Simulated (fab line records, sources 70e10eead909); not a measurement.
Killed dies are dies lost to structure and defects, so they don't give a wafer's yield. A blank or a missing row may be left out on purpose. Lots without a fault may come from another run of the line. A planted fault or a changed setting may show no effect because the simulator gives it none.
A struck lot beside a sound one | flow nand_harc | 37 steps out of a route of 1302
Sound: wafers L633.1, L633.3, L633.6. Struck: wafers L622.2, L622.3, L622.5. The cause comes at the end.
At each step with rows: each side's tool, then ch and its chambers, then its first start. Under that, the readings that differ: sound wafers | struck wafers | difference of the means | sigmas: that difference in standard deviations of wafers without a fault.
alike: readings whose means differ by less than 2 such deviations, and words and numbers that are the same on both sides. not compared: withheld readings, readings that some wafer has no value for, bounds like >300 that may hide the same value, and numbers for which the record gives no deviation and whose values overlap.
The two part at a step that has a row with sigmas, a row that says differs or no value, or rows on one side only. Numbers that don't overlap but have no deviation are shown without sigmas and don't part them. A reading that every wafer of one side lacks parts them only if that side has two wafers or more.

first, 7 steps without rows for these wafers: NHARC_A_CHANNEL_HOLE_D1_COAT_37 (time 65 s); NHARC_A_CHANNEL_HOLE_D1_COAT_04 (resist thk 90 nm); NHARC_A_CHANNEL_HOLE_D1_SOFTBAKE_05 (time 55 s); NHARC_A_CHANNEL_HOLE_D1_EBR_06; NHARC_A_CHANNEL_HOLE_D1_EXPOSE_07 (exposes mask HOLE D1, target cd 100 nm); NHARC_A_CHANNEL_HOLE_D1_PEB_08 (peb time 65 s); NHARC_A_CHANNEL_HOLE_D1_DEVELOP_09 (develop time 35 s).
NHARC_A_CHANNEL_HOLE_D1_CD_MEAS_10: target cd 100 nm.
  sound on cd_sem-03 ch 0, day 15 10:35; struck on cd_sem-01 ch 0, day 11 01:41
  alike: cd_nm
NHARC_A_CHANNEL_HOLE_D1_OVL_MEAS_11:
  sound on overlay-01, day 15 10:41; struck on overlay-01, day 11 01:46
  alike: overlay_x_nm, overlay_y_nm
NHARC_A_CHANNEL_HOLE_D1_INSPECT_12:
  sound on defect_inspect-02, day 15 10:43; struck on defect_inspect-02, day 11 01:48
  alike: raw_defect_count
NHARC_A_CHANNEL_HOLE_D1_DESCUM_15: chemistry O2, time 3 s.
  sound on rie_diel-06 ch 1,3, day 15 10:49; struck on rie_diel-02 ch 0,3, day 11 01:52
  alike: drypump_motor_current_A, oes_product_au, rf_vpp_V, showerhead_plenum_p_Torr, throttle_valve_pct
  not compared: rf_hours_counter_h
NHARC_A_CHANNEL_HOLE_D1_ETCH_38: etches the open film in CF4, target depth 39 nm, time 65 s.
  sound on rie_diel-06 ch 2,3, day 15 10:55; struck on rie_diel-02 ch 0,2,3, day 11 01:58
  alike: drypump_motor_current_A, oes_product_au, rf_vpp_V, showerhead_plenum_p_Torr, throttle_valve_pct
  not compared: rf_hours_counter_h
NHARC_A_CHANNEL_HOLE_D1_ETCH_39: etches the open film in N2/H2, target depth 260 nm, time 325 s.
  sound on rie_diel-06 ch 0,2, day 15 11:00; struck on rie_diel-02 ch 0,2,3, day 11 02:04
  alike: drypump_motor_current_A, oes_product_au, rf_vpp_V, showerhead_plenum_p_Torr, throttle_valve_pct
  not compared: rf_hours_counter_h
then, 2 steps without rows for these wafers: NHARC_A_CHANNEL_HOLE_D1_ETCH_34 (etches the open film in CF4/CHF3, target depth 154 nm, time 77 s); NHARC_A_CHANNEL_HOLE_D1_ETCH_16 (etches the open film in O2/COS, target depth 3100 nm, time 806 s).
NHARC_A_CHANNEL_HOLE_D1_CD_MEAS_18:
  sound on cd_sem-03, day 15 11:56; struck on cd_sem-01, day 11 02:59
  alike: cd_nm
then, 5 steps without rows for these wafers: NHARC_A_CHANNEL_HOLE_D1_ETCH_19 (etches the open film in C4F8/O2/Ar, time 34.5 s); NHARC_A_CHANNEL_HOLE_D1_ETCH_20 (etches the open film in C4F8/O2/Ar, time 361.9 s, target depth 1600 nm); NHARC_A_CHANNEL_HOLE_D1_ETCH_21 (etches the open film in C4F8/O2/Ar, time 514.3 s, target depth 1600 nm); NHARC_A_CHANNEL_HOLE_D1_ETCH_22 (etches the open film in C4F8/O2/Ar, time 666.7 s, target depth 1600 nm); NHARC_A_CHANNEL_HOLE_D1_ETCH_23 (etches the open film in C4F8/O2/Ar, time 819 s, target depth 1600 nm).
NHARC_A_CHANNEL_HOLE_D1_ETCH_24: etches the open film in C4F8/O2/Ar, time 906.2 s, target depth 1500 nm.
  sound on har_etch-02 ch 0,1, day 15 14:08; struck on har_etch-01 ch 0,1, day 11 06:29
  alike: drypump_motor_current_A, oes_air_line_au, showerhead_plenum_p_Torr, temp_c, throttle_valve_pct
  not compared: rf_hours_counter_h
NHARC_A_CHANNEL_HOLE_D1_ETCH_25: etches the open film in C4F8/O2/Ar, time 1040.2 s, target depth 1500 nm.
  sound on har_etch-02 ch 0,1, day 15 14:54; struck on har_etch-01 ch 0,1, day 11 07:15
  alike: drypump_motor_current_A, oes_air_line_au, showerhead_plenum_p_Torr, temp_c, throttle_valve_pct
  not compared: rf_hours_counter_h
then, 6 steps without rows for these wafers: NHARC_A_CHANNEL_HOLE_D1_ETCH_26 (etches the open film in C4F8/O2/Ar, time 224.1 s, target depth 300 nm); NHARC_A_CHANNEL_HOLE_D1_ETCH_33 (etches the open film in C4F8/O2/Ar, time 90 s, target depth 400 nm); NHARC_A_CHANNEL_HOLE_D1_STRIP_41 (strips in N2/H2); NHARC_A_CHANNEL_HOLE_D1_STRIP_42 (strips in CF4/CHF3); NHARC_A_CHANNEL_HOLE_D1_STRIP_43 (strips in O2/COS); NHARC_A_CHANNEL_HOLE_D1_ETCH_44 (etches the open film in CF4/O2, target depth 140 nm, overetch 14 nm, time 77 s).
NHARC_A_CHANNEL_HOLE_D1_STRIP_27: strips in O2.
  sound on rie_diel-06 ch 0,2,3; struck on rie_diel-02 ch 0,3
  alike: drypump_motor_current_A, oes_product_au, rf_vpp_V, showerhead_plenum_p_Torr, throttle_valve_pct
  not compared: rf_hours_counter_h
then, 2 steps without rows for these wafers: NHARC_A_CHANNEL_HOLE_D1_PRECLEAN_28 (cleans in SC1); NHARC_A_CHANNEL_HOLE_D1_SRD_29.
NHARC_A_CHANNEL_HOLE_D1_CD_MEAS_30:
  sound on cd_sem-03, day 15 17:38; struck on cd_sem-03, day 11 09:53
  alike: cd_nm
then, 1 step without rows for these wafers: NHARC_A_CHANNEL_HOLE_D1_XSEM_31.
NHARC_A_CHANNEL_HOLE_D1_INSPECT_40:
  sound on defect_inspect-01, day 15 17:49; struck on defect_inspect-01, day 11 10:05
  reading          | sound      | struck      | difference | sigmas
  raw_defect_count | 108 95 136 | 331 286 305 | +194       | +7
then, 1 step without rows for these wafers: NHARC_A_CHANNEL_FILL_D1_PRECLEAN_00 (cleans in SC1).
-- the record jumps here: 15 days lie between the struck wafers' starts before and after (it left off in module A_CHANNEL_FILL_D1 and takes up again in module END, whose first step shown is number 1302 of the route) --
NHARC_END_SORT_01:
  sound on prober-02 ch 0, day 30 12:17; struck on prober-01 ch 0, day 26 16:57
  alike: killed_at_array, killed_at_other, killed_at_periphery, killed_dies, killed_open, killed_short

WHERE THEY PART
Only at NHARC_A_CHANNEL_HOLE_D1_INSPECT_40, within this record. Later steps at which nothing parts them and some readings are alike: NHARC_END_SORT_01.

WHY: what the simulator had put in
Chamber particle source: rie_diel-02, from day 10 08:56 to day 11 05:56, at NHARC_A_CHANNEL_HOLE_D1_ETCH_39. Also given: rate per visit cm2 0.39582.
